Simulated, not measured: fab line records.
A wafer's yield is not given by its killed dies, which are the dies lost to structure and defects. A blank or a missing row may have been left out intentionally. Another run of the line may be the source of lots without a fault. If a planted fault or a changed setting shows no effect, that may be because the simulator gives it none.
fab line records | flow nandHarc
[record] lots = 6 wafers = 18 lastDay = 33
route steps=1302 shown A_STAIRCASE@693 END@1302
lots that met no fault: taken from a fault-free run of the same line
startH: start of the lot's first displayed wafer, in hours after the record's first day | waitH: how many hours have passed since the lot's step before this one | " repeats the value in the row above | L1.1+2: one row covering several wafers at once | - no value, or no start was given | * or withheld: withheld | < > ~ a bound
route shown NAME@n: NAME is a module with steps in the file, n the number in the route of the first one | usual: mean/standard deviation taken from wafers without a fault | same: alike in all rows | chamber/n: place in a boat | sites: per-site readings | _std_site: the values' standard deviation | _edge_site: mean of outer sites minus mean of inner sites | radiusMm: how far each site lies from the wafer's centre | mask NAME#n: copy n | behind: tool/chamber where the wafer was last shaped | hold: why the lot was held/for how many hours/how that ended | device: the n, p or np transistor that did not switch | end of line: the tests these same wafers got at the end of their route | step lacking rows: just its recipe | killed: not the wafer's yield, but the dies lost to structure and defects at the first sort | map: shows each die of a wafer: x if killed, . if not, _ if none is there
set.NAME: the setting as run; set.NAME@STEP: as run at that earlier step | model.NAME: the simulator's own value behind a step, which no gauge read
a table for each step, a row for each wafer; lots at some steps of the route
services: from which hour (startH, from the record's first day; less than 0 if before it) a tool's chamber was out of use, for how many hours, and why
[[steps]]
[step NHARC_A_STAIRCASE_SOFTBAKE_179]
[recipe] tempC = 135 timeS = 170
[step NHARC_A_STAIRCASE_EBR_180]
[step NHARC_A_STAIRCASE_EXPOSE_181]
[recipe] na = 0.5 doseMj = 27.87 maskId = STAIR_2
[step NHARC_A_STAIRCASE_PEB_182]
[recipe] pebTempC = 115 pebTimeS = 130
[step NHARC_A_STAIRCASE_DEVELOP_183]
[recipe] timeS = 140
[step NHARC_A_STAIRCASE_HARDBAKE_185]
[recipe] tempC = 120 timeS = 140
[step NHARC_A_STAIRCASE_DESCUM_186]
[recipe] timeS = 3 o2FlowSccm = 200 arFlowSccm = 0 biasPowerW = 0 chemistry = O2
[step NHARC_A_STAIRCASE_TRIM_187]
[recipe] timeS = 211.2 o2FlowSccm = 500 arFlowSccm = 0 biasW = 0 chemistry = O2
[usual] drypumpMotorCurrentA = 5.9/0.41 oesProductAu = 0.999/0.007 rfVppV = 57.9/0.98 runLengthS = 232.5/0.36 showerheadPlenumPTorr = 3.54/0.17 throttleValvePct = 17.035/0.0082
// columns lot.wafer tool chamber startH waitH drypumpMotorCurrentA oesProductAu rfHoursCounterH rfVppV runLengthS showerheadPlenumPTorr throttleValvePct
L867.3 rieDiel-12 1 427.36 0.2 5.4 0.997 51 58.0 232.2 3.78 17.033
L867.6 " 3 " " 6.3 1.001 - 58.6 233.3 3.46 17.035
L867.5 " 0 " " 5.7 0.991 - 57.0 232.9 3.65 17.043
L869.4 rieDiel-12 2 445.94 0.1 6.3 1.000 57 57.6 232.2 3.35 17.032
L869.2 " 3 " " 6.3 1.000 56 56.9 232.4 3.45 17.021
L869.6 " 2 " " 6.3 0.995 - 58.7 232.4 3.35 17.033
L873.1 rieDiel-12 3 479.78 0.1 6.3 0.995 9 58.0 232.5 3.44 17.038
L873.4 " 1 " " 5.4 0.994 8 58.8 232.6 3.77 17.048
L873.2 " 2 " " 6.3 1.003 6 58.2 232.0 3.35 17.043
L875.1 rieDiel-12 0 502.51 0.1 5.7 0.996 15 57.8 232.7 3.64 17.030
L875.4 " 3 " " 6.3 0.990 - 58.5 232.6 3.44 17.042
L875.5 " 0 " " 5.7 1.006 - 58.0 232.6 3.64 17.035
L880.3 rieDiel-11 0 548.16 0.1 5.6 0.990 35 57.5 232.4 3.45 17.025
L880.5 " 2 " " 6.4 1.008 - 57.3 233.2 3.79 17.027
L880.6 " 3 " " 5.3 0.999 - 56.7 231.6 3.31 17.039
L884.2 rieDiel-12 1 586.74 2.9 5.4 0.989 42 60.1 232.5 3.75 17.031
L884.5 " 1 " " 5.4 0.989 - 57.7 232.6 3.75 17.039
L884.6 " 2 " " 6.3 0.999 - 56.5 231.9 3.33 17.033
[step NHARC_A_STAIRCASE_ETCH_188]
[recipe] targetDepthA = 1000 timeS = 40.5 ionEnergyEv = 400 c4f8FlowSccm = 20 o2FlowSccm = 10 arFlowSccm = withheld rfW = 600 biasW = 1000 chemistry = C4F8/O2
[usual] oesProductAu = 0.939/0.014 rfVppV = 896/6.1
// columns lot.wafer tool chamber startH waitH oesProductAu rfHoursCounterH rfVppV
L867.3 rieDiel-12 1 - - 0.937 51 904
L867.5 " 3 " " 0.925 - 893
L867.6 " 0 " " 0.918 - 901
L869.2 rieDiel-12 3 - - 0.918 56 892
L869.4 " 0 " " 0.933 57 900
L869.6 " 1 " " 0.925 - 903
L873.1 rieDiel-12 2 - - 0.959 6 889
L873.4 " 3 " " 0.944 9 893
L873.2 " 0 " " 0.943 10 900
L875.1 rieDiel-12 3 - - 0.941 14 894
L875.4 " 2 " " 0.932 - 888
L875.5 " 3 " " 0.942 - 893
L880.3 rieDiel-11 1 - - 0.958 37 899
L880.6 " 0 " " 0.955 - 894
L880.5 " 1 " " 0.974 - 899
L884.2 rieDiel-12 0 - - 0.930 44 899
L884.6 " 3 " " 0.915 - 892
L884.5 " 0 " " 0.920 - 899
[step NHARC_A_STAIRCASE_TRIM_189]
[recipe] timeS = 211.2 o2FlowSccm = 500 arFlowSccm = 0 biasW = 0 chemistry = O2
[usual] drypumpMotorCurrentA = 5.9/0.42 oesProductAu = 0.998/0.0073 rfVppV = 57.8/0.92 runLengthS = 232.5/0.38 showerheadPlenumPTorr = 3.54/0.17 throttleValvePct = 17.036/0.0092
// columns lot.wafer tool chamber startH waitH drypumpMotorCurrentA oesProductAu rfHoursCounterH rfVppV runLengthS showerheadPlenumPTorr throttleValvePct
L867.3 rieDiel-12 2 - - 6.3 0.990 50 57.9 232.0 3.36 17.040
L867.5 " 3 " " 6.2 0.998 - 59.1 232.6 3.46 17.038
L867.6 " 0 " " 5.7 0.995 - 57.3 232.5 3.65 17.036
L869.4 rieDiel-12 3 - - 6.3 0.983 56 55.4 233.0 3.45 17.041
L869.2 " 0 " " 5.7 1.001 57 58.5 232.7 3.65 17.030
L869.6 " 2 " " 6.3 0.993 - 55.8 232.4 3.35 17.030
L873.1 rieDiel-12 0 - - 5.7 1.005 10 59.2 232.7 3.64 17.034
L873.4 " 1 " " 5.4 0.992 8 57.9 232.4 3.77 17.025
L873.2 " 3 " " 6.2 0.994 9 57.4 232.9 3.45 17.042
L875.1 rieDiel-12 0 - - 5.7 1.000 15 57.8 232.5 3.64 17.023
L875.5 " 2 " " 6.3 0.996 - 55.5 232.0 3.35 17.026
L875.4 " 3 " " 6.3 0.987 - 58.2 232.4 3.44 17.032
L880.3 rieDiel-11 3 - - 5.4 1.008 39 57.0 232.0 3.31 17.039
L880.5 " 0 " " 5.5 0.991 - 57.4 232.1 3.45 17.043
L880.6 " 1 " " 5.4 1.010 - 56.8 231.9 3.60 17.040
L884.2 rieDiel-12 1 - - 5.4 0.980 42 58.4 232.6 3.75 17.030
L884.5 " 0 " " 5.7 0.992 - 58.1 233.4 3.62 17.043
L884.6 " 1 " " 5.4 0.988 - 58.9 232.4 3.75 17.024
[step NHARC_A_STAIRCASE_ETCH_190]
[recipe] targetDepthA = 1000 timeS = 40.5 ionEnergyEv = 400 c4f8FlowSccm = 20 o2FlowSccm = 10 arFlowSccm = withheld rfW = 600 biasW = 1000 chemistry = C4F8/O2
[usual] oesProductAu = 0.940/0.0098 rfVppV = 896/6.1
// columns lot.wafer tool chamber startH waitH oesProductAu rfHoursCounterH rfVppV
L867.3 rieDiel-12 0 - - 0.932 47 903
L867.6 " 2 " " 0.927 - 891
L867.5 " 3 " " 0.919 - 892
L869.2 rieDiel-12 3 - - 0.954 56 895
L869.4 " 1 " " 0.941 58 905
L869.6 " 3 " " 0.942 - 893
L873.2 rieDiel-12 3 - - 0.954 9 892
L873.4 " 1 " " 0.937 8 905
L873.1 " 2 " " 0.969 7 891
L875.1 rieDiel-12 2 - - 0.931 12 889
L875.5 " 3 " " 0.931 - 892
L875.4 " 0 " " 0.932 - 900
L880.3 rieDiel-11 2 - - 0.950 37 906
L880.6 " 0 " " 0.945 - 892
L880.5 " 1 " " 0.950 - 899
L884.2 rieDiel-12 1 - - 0.922 42 905
L884.6 " 1 " " 0.931 - 904
L884.5 " 2 " " 0.949 - 888
[step NHARC_A_STAIRCASE_TRIM_191]
[recipe] timeS = 211.2 o2FlowSccm = 500 arFlowSccm = 0 biasW = 0 chemistry = O2
[usual] drypumpMotorCurrentA = 5.9/0.43 oesProductAu = 0.997/0.007 rfVppV = 57.8/0.89 runLengthS = 232.5/0.33 showerheadPlenumPTorr = 3.52/0.17 throttleValvePct = 17.035/0.0094
// columns lot.wafer tool chamber startH waitH drypumpMotorCurrentA oesProductAu rfHoursCounterH rfVppV runLengthS showerheadPlenumPTorr throttleValvePct
L867.3 rieDiel-12 1 427.90 - 5.4 0.996 52 58.1 232.3 3.78 17.026
L867.5 " 3 " " 6.3 0.990 - 58.2 232.6 3.46 17.039
L867.6 " 0 " " 5.7 0.999 - 58.7 232.6 3.65 17.031
L869.4 rieDiel-12 3 446.44 - 6.3 0.986 56 58.1 232.8 3.45 17.030
L869.2 " 0 " " 5.7 0.995 57 58.3 233.3 3.65 17.035
L869.6 " 0 " " 5.7 0.992 - 58.2 232.5 3.65 17.019
L873.4 rieDiel-12 3 480.25 - 6.3 1.004 9 58.3 232.6 3.45 17.034
L873.1 " 0 " " 5.7 1.008 10 57.3 316.9 3.64 17.035
L873.2 " 1 " " 5.4 0.993 8 56.7 232.6 3.77 17.050
L875.1 rieDiel-12 2 503.15 - 6.3 0.999 12 59.0 232.1 3.35 17.030
L875.5 " 0 " " 5.7 0.998 - 58.2 316.7 3.64 17.030
L875.4 " 2 " " 6.3 0.992 - 57.8 232.3 3.35 17.024
L880.3 rieDiel-11 1 548.62 - 5.4 1.009 37 57.3 232.2 3.60 17.036
L880.6 " 3 " " 5.4 0.999 - 57.8 231.9 3.31 17.039
L880.5 " 0 " " 5.5 0.993 - 57.2 232.6 3.45 17.039
L884.2 rieDiel-12 0 587.46 - 5.7 1.000 45 58.1 232.6 3.62 17.046
L884.6 " 1 " " 5.4 0.983 - 58.7 232.3 3.75 17.037
L884.5 " 2 " " 6.3 1.005 - 56.8 232.1 3.33 17.031
[step NHARC_A_STAIRCASE_ETCH_192]
[recipe] targetDepthA = 1000 timeS = 40.5 ionEnergyEv = 400 c4f8FlowSccm = 20 o2FlowSccm = 10 arFlowSccm = withheld rfW = 600 biasW = 1000 chemistry = C4F8/O2
[usual] oesProductAu = 0.938/0.0095 rfVppV = 896/6.2
// columns lot.wafer tool chamber startH waitH oesProductAu rfHoursCounterH rfVppV
L867.3 rieDiel-12 2 - - 0.955 50 889
L867.6 " 0 " " 0.937 - 901
L867.5 " 1 " " 0.934 - 904
L869.4 rieDiel-12 0 - - 0.941 57 900
L869.2 " 3 " " 0.943 56 893
L869.6 " 0 " " 0.939 - 900
L873.1 rieDiel-12 2 - - 0.944 7 890
L873.2 " 3 " " 0.957 9 893
L873.4 " 1 " " 0.933 8 904
L875.1 rieDiel-12 2 - - 0.932 12 889
L875.4 " 2 " " 0.935 - 890
L875.5 " 3 " " 0.937 - 892
L880.3 rieDiel-11 3 - - 0.936 39 887
L880.6 " 3 " " 0.940 - 889
L880.5 " 0 " " 0.937 - 894
L884.2 rieDiel-12 2 - - 0.930 45 889
L884.5 " 3 " " 0.940 - 891
L884.6 " 0 " " 0.928 - 899
[step NHARC_END_SORT_01]
[recipe] tempC = 25
[usual] killedAtArray = 55/17 killedAtOther = 1.1/1.4 killedAtPeriphery = 3.9/3 killedDies = 59/17 killedOpen = 3.5/2 killedShort = 2.6/1.6
[same] grossDies = 677
// columns lot.wafer tool chamber startH waitH killedAtArray killedAtOther killedAtPeriphery killedDies killedOpen killedShort
L873.1 prober-02 0 682.16 2.5 674 1 2 677 2 3
L875.5 prober-01 0 715.76 3.7 674 0 3 677 6 2
// killed by level:class
L873.1 A_STAIRCASE:areaTrim=593 A_SLIT:chamberFilmFlake=37 A_CHANNEL_HOLE_D2:chamberFilmFlake=17 A_CHANNEL_HOLE_D1:chamberFilmFlake=11 A_CONTACT:chamberFilmFlake=4 P_M1:chamberFilmFlake=2 A_CHANNEL_FILL_D2:chamberFilmFlake=2 A_WL_FILL:chamberFilmFlake=2
L875.5 A_STAIRCASE:areaTrim=609 A_SLIT:chamberFilmFlake=34 A_CHANNEL_HOLE_D1:chamberFilmFlake=14 A_CONTACT:chamberFilmFlake=4 P_CONTACT:geometricParticle:open=2 A_WL_FILL:geometricParticle:short=2 A_CHANNEL_FILL_D1:chamberFilmFlake=2 A_DECK1_JOINT:chamberFilmFlake=2
// map L873.1 (x killed, . not)
____________x____________
_________xxxxxxx_________
_______xxxxxxxxxxx_______
______xxxxxxxxxxxxx______
_____xxxxxxxxxxxxxxx_____
____xxxxxxxxxxxxxxxxx____
____xxxxxxxxxxxxxxxxx____
___xxxxxxxxxxxxxxxxxxx___
___xxxxxxxxxxxxxxxxxxx___
__xxxxxxxxxxxxxxxxxxxxx__
__xxxxxxxxxxxxxxxxxxxxx__
_xxxxxxxxxxxxxxxxxxxxxxx_
_xxxxxxxxxxxxxxxxxxxxxxx_
_xxxxxxxxxxxxxxxxxxxxxxx_
_xxxxxxxxxxxxxxxxxxxxxxx_
_xxxxxxxxxxxxxxxxxxxxxxx_
xxxxxxxxxxxxxxxxxxxxxxxxx
xxxxxxxxxxxxxxxxxxxxxxxxx
xxxxxxxxxxxxxxxxxxxxxxxxx
xxxxxxxxxxxxxxxxxxxxxxxxx
xxxxxxxxxxxxxxxxxxxxxxxxx
_xxxxxxxxxxxxxxxxxxxxxxx_
_xxxxxxxxxxxxxxxxxxxxxxx_
_xxxxxxxxxxxxxxxxxxxxxxx_
_xxxxxxxxxxxxxxxxxxxxxxx_
_xxxxxxxxxxxxxxxxxxxxxxx_
__xxxxxxxxxxxxxxxxxxxxx__
__xxxxxxxxxxxxxxxxxxxxx__
___xxxxxxxxxxxxxxxxxxx___
___xxxxxxxxxxxxxxxxxxx___
____xxxxxxxxxxxxxxxxx____
____xxxxxxxxxxxxxxxxx____
_____xxxxxxxxxxxxxxx_____
______xxxxxxxxxxxxx______
_______xxxxxxxxxxx_______
_________xxxxxxx_________
____________x____________
// map L875.5 (x killed, . not)
____________x____________
_________xxxxxxx_________
_______xxxxxxxxxxx_______
______xxxxxxxxxxxxx______
_____xxxxxxxxxxxxxxx_____
____xxxxxxxxxxxxxxxxx____
____xxxxxxxxxxxxxxxxx____
___xxxxxxxxxxxxxxxxxxx___
___xxxxxxxxxxxxxxxxxxx___
__xxxxxxxxxxxxxxxxxxxxx__
__xxxxxxxxxxxxxxxxxxxxx__
_xxxxxxxxxxxxxxxxxxxxxxx_
_xxxxxxxxxxxxxxxxxxxxxxx_
_xxxxxxxxxxxxxxxxxxxxxxx_
_xxxxxxxxxxxxxxxxxxxxxxx_
_xxxxxxxxxxxxxxxxxxxxxxx_
xxxxxxxxxxxxxxxxxxxxxxxxx
xxxxxxxxxxxxxxxxxxxxxxxxx
xxxxxxxxxxxxxxxxxxxxxxxxx
xxxxxxxxxxxxxxxxxxxxxxxxx
xxxxxxxxxxxxxxxxxxxxxxxxx
_xxxxxxxxxxxxxxxxxxxxxxx_
_xxxxxxxxxxxxxxxxxxxxxxx_
_xxxxxxxxxxxxxxxxxxxxxxx_
_xxxxxxxxxxxxxxxxxxxxxxx_
_xxxxxxxxxxxxxxxxxxxxxxx_
__xxxxxxxxxxxxxxxxxxxxx__
__xxxxxxxxxxxxxxxxxxxxx__
___xxxxxxxxxxxxxxxxxxx___
___xxxxxxxxxxxxxxxxxxx___
____xxxxxxxxxxxxxxxxx____
____xxxxxxxxxxxxxxxxx____
_____xxxxxxxxxxxxxxx_____
______xxxxxxxxxxxxx______
_______xxxxxxxxxxx_______
_________xxxxxxx_________
____________x____________
[[services]]
// columns tool chamber startH hours kind
rieDiel-12 0 405.35 - clean
rieDiel-12 1 405.35 - clean
rieDiel-12 2 405.35 - clean
rieDiel-12 3 405.35 - clean
rieDiel-12 0 430.11 - clean
rieDiel-12 1 430.11 - clean
rieDiel-12 2 430.11 - clean
rieDiel-12 3 430.11 - clean
rieDiel-11 - 434.40 9.0 pm
rieDiel-12 - 449.15 9.0 pm
rieDiel-12 0 449.15 9.0 ventCycle
rieDiel-12 1 449.15 9.0 ventCycle
rieDiel-12 2 449.15 9.0 ventCycle
rieDiel-12 3 449.15 9.0 ventCycle
rieDiel-12 0 458.15 - clean
rieDiel-12 1 458.15 - clean
rieDiel-12 2 458.15 - clean
rieDiel-12 3 458.15 - clean
rieDiel-12 3 458.15 - consumableReplace:focusRing
rieDiel-11 - 463.21 0.6 repair
rieDiel-12 - 471.86 0.6 repair
rieDiel-11 2 480.29 8.2 repair
rieDiel-12 0 482.65 - clean
rieDiel-12 1 495.04 11.0 repair
[[key]]
[firstSign] step = NHARC_A_STAIRCASE_TRIM_191 reading = runLengthS direction = up sigmas = 99+ usual = * struck = *
[effect] step = NHARC_END_SORT_01 reading = killedAtArray direction = up sigmas = 37 usual = 55 struck = 674
[moreKillsBornAt] NHARC_A_STAIRCASE_TRIM_191@rieDiel-12 = 1202
metAt NHARC_A_STAIRCASE_TRIM_191
struckWafers L873.1,L875.5
laterRowsLeftOut L873.1,L875.5
testerLeftOut L873,L875
onsetBetween 446.44 480.25
[fault] kind = processParameterDrift tool = rieDiel-12 chamber = 0 onsetH = 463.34 steps = NHARC_A_STAIRCASE_TRIM_191 channel = timeS offset = * shape = step endH = 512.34 actsIn = * stated = *
// testerLeftOut: of these lots the tester's yield and bins aren't shown, on N5 and GAA mostly nor the transistor test; their killed dies are dies lost to structure and defects alone, not to doping, threshold or leakage, so they don't give the yield
// laterRowsLeftOut: the simulator's readings of these wafers behind a module that went badly wrong aren't trusted and aren't shown, but for the sort
